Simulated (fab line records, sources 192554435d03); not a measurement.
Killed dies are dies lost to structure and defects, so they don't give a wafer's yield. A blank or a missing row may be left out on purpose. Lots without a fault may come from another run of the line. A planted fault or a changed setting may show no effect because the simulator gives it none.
A struck lot beside a sound one | flow n5_finfet | 14 steps out of a route of 1938
Sound: wafers L478.1, L478.4, L478.6. Struck: wafers L471.1, L471.2, L471.3. The cause comes at the end.
At each step with rows: each side's tool, then ch and its chambers, then its first start. Under that, the readings that differ: sound wafers | struck wafers | difference of the means | sigmas: that difference in standard deviations of wafers without a fault.
alike: readings whose means differ by less than 2 such deviations, and words and numbers that are the same on both sides. not compared: withheld readings, readings that some wafer has no value for, bounds like >300 that may hide the same value, and numbers for which the record gives no deviation and whose values overlap.
The two part at a step that has a row with sigmas, a row that says differs or no value, or rows on one side only. Numbers that don't overlap but have no deviation are shown without sigmas and don't part them. A reading that every wafer of one side lacks parts them only if that side has two wafers or more.

N5_BEOL_M6_ETCH_62: etches SOC in N2/H2, target depth 110 nm, overetch 22 nm, time 165 s.
  sound on rie_diel-05 ch 0,3, day 13 03:49; struck on rie_diel-03 ch 0,2,3, day 11 00:38
  alike: drypump_motor_current_A, oes_product_au, rf_vpp_V, showerhead_plenum_p_Torr, throttle_valve_pct
  not compared: rf_hours_counter_h
then, 1 step without rows for these wafers: N5_BEOL_M6_STRIP_68 (strips in N2/H2).
N5_BEOL_M6_STRIP_67: strips in CF4.
  sound on rie_diel-05 ch 0,3, day 13 03:58; struck on rie_diel-03 ch 0,2,3, day 11 00:46
  alike: drypump_motor_current_A, oes_product_au, rf_vpp_V, showerhead_plenum_p_Torr, throttle_valve_pct
  not compared: rf_hours_counter_h
N5_BEOL_M6_HM_OPEN_17: chemistry Cl2/BCl3, target TiN, target depth 20 nm, overetch 6 nm.
  sound on rie_metal-02 ch 1, day 13 04:00; struck on rie_metal-02 ch 0,1, day 11 00:49
  alike: drypump_motor_current_A, oes_product_au, throttle_valve_pct
  not compared: rf_hours_counter_h
N5_BEOL_M6_STRIP_19: strips in O2.
  sound on rie_diel-03 ch 1,2,3, day 13 04:12; struck on rie_diel-04 ch 1,2,3, day 11 00:58
  alike: drypump_motor_current_A, oes_product_au, rf_vpp_V, showerhead_plenum_p_Torr, throttle_valve_pct
  not compared: rf_hours_counter_h
N5_BEOL_M6_CD_MEAS_18: pitch 80 nm, target cd 40 nm.
  sound on cd_sem-02, day 13 04:16; struck on cd_sem-03, day 11 01:02
  alike: cd_nm
then, 6 steps without rows for these wafers: N5_BEOL_M6_COAT_63 (time 60 s, resist thk 60 nm); N5_BEOL_M6_COAT_64 (time 60 s, resist thk 12 nm); N5_BEOL_M6_COAT_71 (time 60 s, resist thk 5 nm); N5_BEOL_M6_COAT_22 (resist thk 30 nm); N5_BEOL_M6_EBR_24; N5_BEOL_M6_SOFTBAKE_23 (time 60 s).
N5_BEOL_M6_EXPOSE_25: exposes mask V5, target cd 40 nm.
  sound on euv_scanner-02 ch 0, day 13 06:18; struck on euv_scanner-01, day 11 01:13
  no value came back on the struck wafers for exposure_dose_mJ_cm2, focus_offset_nm (nm); on the sound wafers exposure_dose_mJ_cm2 reads 45.5 45.6 45.6
  alike: mask
then, 1 step without rows for these wafers: N5_BEOL_M6_PEB_26 (peb time 60 s).

WHERE THEY PART
Only at N5_BEOL_M6_EXPOSE_25, within this record.

WHY: what the simulator had put in
Skipped step whole: euv_scanner-01, from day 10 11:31 on, at N5_BEOL_M6_EXPOSE_25. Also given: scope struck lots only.
